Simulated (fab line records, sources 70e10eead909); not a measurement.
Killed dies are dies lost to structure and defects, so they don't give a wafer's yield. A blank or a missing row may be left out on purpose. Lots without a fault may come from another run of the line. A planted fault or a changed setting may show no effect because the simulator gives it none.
Which tool did it? | flow nand_harc | 14 lots, 42 wafers sampled, at 3 steps of a route of 1159

WHAT THE GAUGES READ, wafer by wafer
NHARC_A_ONON_D1_THK_MEAS_05: measures by ellipsometry. Usual: thk_nm 1001 nm, standard deviation 10.
lot  | measured     | on            | thk_nm (nm)    | flag
L953 | day 7 20:46  | film_metro-01 | 992 993 990    |
L954 | day 7 20:25  | film_metro-01 | 1002 1002 1003 |
L956 | day 8 10:57  | film_metro-02 | 1001 1002 1004 |
L960 | day 9 07:27  | film_metro-01 | 1020 1021 1021 |
L961 | day 9 21:51  | film_metro-01 | 985 986 988    |
L965 | day 10 18:25 | film_metro-02 | 1026 1026 1026 |
L964 | day 10 18:17 | film_metro-02 | 1003 1003 1004 |
L966 | day 10 18:37 | film_metro-01 | 1007 1005 1006 |
L968 | day 11 18:59 | film_metro-01 | 986 984 987    |
L971 | day 12 02:49 | film_metro-02 | 993 995 994    |
L972 | day 12 02:46 | film_metro-01 | 991 991 990    |
L973 | day 12 20:05 | film_metro-01 | 1007 1004 1006 |
L975 | day 13 05:41 | film_metro-01 | 1018 1017 1016 |
L974 | day 13 05:52 | film_metro-01 | 998 998 999    |

WHICH TOOL RAN EACH LOT (tool, then ch and the chambers of the sampled wafers, then the start)
lot  | NHARC_P_BONDPAD_PRE_CLEAN_26            | NHARC_P_BONDPAD_CMP_19
L953 | pvd_sputter-02, day 6 19:42 or earlier  | cmp-04 ch 0,2,3, day 6 19:42
L954 | pvd_sputter-02, day 6 21:10 or earlier  | cmp-02 ch 0,1,3, day 6 21:10
L956 | pvd_sputter-02, day 7 10:49 or earlier  | cmp-02 ch 1,2, day 7 10:49
L960 | pvd_sputter-03, day 8 07:46 or earlier  | cmp-04 ch 0,1,3, day 8 07:46
L961 | pvd_sputter-02, day 8 20:14 or earlier  | cmp-04 ch 0,1,2, day 8 20:14
L965 | pvd_sputter-01, day 9 14:20 or earlier  | cmp-02 ch 0,2,3, day 9 14:20
L964 | pvd_sputter-01, day 9 15:34 or earlier  | cmp-04 ch 1,2,3, day 9 15:34
L966 | pvd_sputter-02, day 9 18:11 or earlier  | cmp-04 ch 1,2,3, day 9 18:11
L968 | pvd_sputter-02, day 10 17:31 or earlier | cmp-04 ch 0,1,3, day 10 17:31
L971 | pvd_sputter-03, day 11 02:36 or earlier | cmp-04 ch 0,1,3, day 11 02:36
L972 | pvd_sputter-01, day 11 02:53 or earlier | cmp-02 ch 1,2, day 11 02:53
L973 | pvd_sputter-02, day 11 18:52 or earlier | cmp-02 ch 0,1, day 11 18:52
L975 | pvd_sputter-02, day 12 04:33 or earlier | cmp-03 ch 0,3, day 12 04:33
L974 | pvd_sputter-01, day 12 06:29 or earlier | cmp-03 ch 1,2, day 12 06:29
- NHARC_P_BONDPAD_PRE_CLEAN_26: time 30 s.
- NHARC_P_BONDPAD_CMP_19: polishes, t overpolish 30 s, cu recess touch 16 s, target thk 160.81 nm.

WHAT THE TOOLS THEMSELVES READ (means of the sampled wafers that have a number; where no wafer has one, the mark that the record gives instead)
NHARC_P_BONDPAD_PRE_CLEAN_26. Usual: heater_power_w 385 W, standard deviation 28.
lot  | tool           | heater_power_w (W) | flag
L953 | pvd_sputter-02 | 372                |
L954 | pvd_sputter-02 | 364                |
L956 | pvd_sputter-02 | 379                |
L960 | pvd_sputter-03 | 401                |
L961 | pvd_sputter-02 | 380                |
L965 | pvd_sputter-01 | 404                |
L964 | pvd_sputter-01 | 383                |
L966 | pvd_sputter-02 | 363                |
L968 | pvd_sputter-02 | 377                |
L971 | pvd_sputter-03 | 432                |
L972 | pvd_sputter-01 | 425                |
L973 | pvd_sputter-02 | 358                |
L975 | pvd_sputter-02 | 370                |
L974 | pvd_sputter-01 | 393                |

NHARC_P_BONDPAD_CMP_19. Usual: motor_current_A 12.1 A, standard deviation 1.1; overpolish_run_s 29.999 s, standard deviation 0.0095.
lot  | tool   | motor_current_A (A) | overpolish_run_s (s) | flag
L953 | cmp-04 | 11.5                | 30.003               |
L954 | cmp-02 | 12.0                | 29.998               |
L956 | cmp-02 | 11.8                | 29.994               |
L960 | cmp-04 | 12.2                | 30.003               |
L961 | cmp-04 | 12.1                | 29.987               |
L965 | cmp-02 | 12.7                | 29.997               |
L964 | cmp-04 | 11.8                | 29.989               |
L966 | cmp-04 | 12.1                | 29.995               |
L968 | cmp-04 | 12.1                | 30.000               |
L971 | cmp-04 | 12.0                | 29.995               |
L972 | cmp-02 | 11.3                | 30.000               |
L973 | cmp-02 | 11.5                | 30.001               |
L975 | cmp-03 | 12.9                | 29.992               |
L974 | cmp-03 | 11.8                | 30.001               |

THE ANSWER, worked out from the rows above alone
Rule: a lot is off if the mean of its wafers that have a number lies more than 3 standard deviations from the usual mean. A lot without any number at a reading at which 4 lots or more have one is off too. The other lots that the step has rows for count as sound. The gauges are gone through in route order, then the tools' own readings, and for those a lot's mean is taken as printed above. The first step at which some lot is off is used, and at that step the reading that is off furthest; a lot without a number counts as furthest.
No lot is off at any reading shown: from this, nothing can be told.

WHAT THE SIMULATOR HAD PUT IN
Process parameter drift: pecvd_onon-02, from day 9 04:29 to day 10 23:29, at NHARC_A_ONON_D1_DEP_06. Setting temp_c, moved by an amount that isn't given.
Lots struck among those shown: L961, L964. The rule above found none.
